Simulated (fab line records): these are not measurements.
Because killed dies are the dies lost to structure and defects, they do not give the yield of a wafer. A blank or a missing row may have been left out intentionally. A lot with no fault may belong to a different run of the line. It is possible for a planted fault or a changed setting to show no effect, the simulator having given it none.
Struck lot and sound lot, side by side :: flow nand_harc :: 14 steps out of a route of 1159
Sound: wafers L858.1, L858.2, L858.5. Wafers struck: L867.1, L867.4, L867.6. The cause comes at the end.
Order at every step that has rows: each side's tool, ch and its chambers, its first start. Under that, the readings that differ: sound wafers :: struck wafers :: difference of the means :: sigmas: that difference in standard deviations of wafers without a fault.
alike: a reading whose means differ by less than 2 such deviations, as well as words and numbers matching on both sides. not compared: withheld readings; readings where some wafer has no value; bounds like >300 that might hide an equal value; numbers whose values overlap and for which the record gives no deviation.
Wherever a step has rows on one side only, a row that says differs or no value, or a row with sigmas, the two part there. Numbers that don't overlap but have no deviation are shown without sigmas and don't part them. A reading that every wafer of one side lacks parts them only if that side has two wafers or more.

first, 2 steps without rows for these wafers: NHARC_P_STI_SRD_39; NHARC_P_STI_OXIDE_40 (material SiO2, target thk 10 nm, ox time 1362 s).
NHARC_P_STI_INSPECT_25:
  sound on defect_inspect-01, day 4 00:35; struck on defect_inspect-01, day 5 23:14
  alike: raw_defect_count
then, 9 steps without rows for these wafers: NHARC_P_GATE_ETCH_69 (etches SiO2 in dHF, target depth 14 nm); NHARC_P_GATE_PRECLEAN_70 (cleans in SC1); NHARC_P_GATE_SRD_01; NHARC_P_GATE_OXIDE_02 (material SiO2, target thk 37.5 nm, ox time 365 s); NHARC_P_GATE_DEHYDRATE_03 (time 120 s); NHARC_P_GATE_HMDS_04 (time 30 s); NHARC_P_GATE_COAT_05; NHARC_P_GATE_SOFTBAKE_06 (time 95 s); NHARC_P_GATE_EBR_07.
NHARC_P_GATE_EXPOSE_08: exposes mask P HV.
  sound on krf_scanner-01 ch 0, day 4 08:21; struck on krf_scanner-01 ch 0, day 6 10:03
reading: model.P_GATE.overlay_x_nm (nm)
sound: 2.445 2.445 2.445
struck: 29.36 29.36 29.36
difference: +26.91
sigmas: 
  alike: mask
then, 1 step without rows for these wafers: NHARC_P_GATE_PEB_09 (peb time 85 s).

WHERE THEY PART
Nowhere in this record.

WHY: what had been put in by the simulator
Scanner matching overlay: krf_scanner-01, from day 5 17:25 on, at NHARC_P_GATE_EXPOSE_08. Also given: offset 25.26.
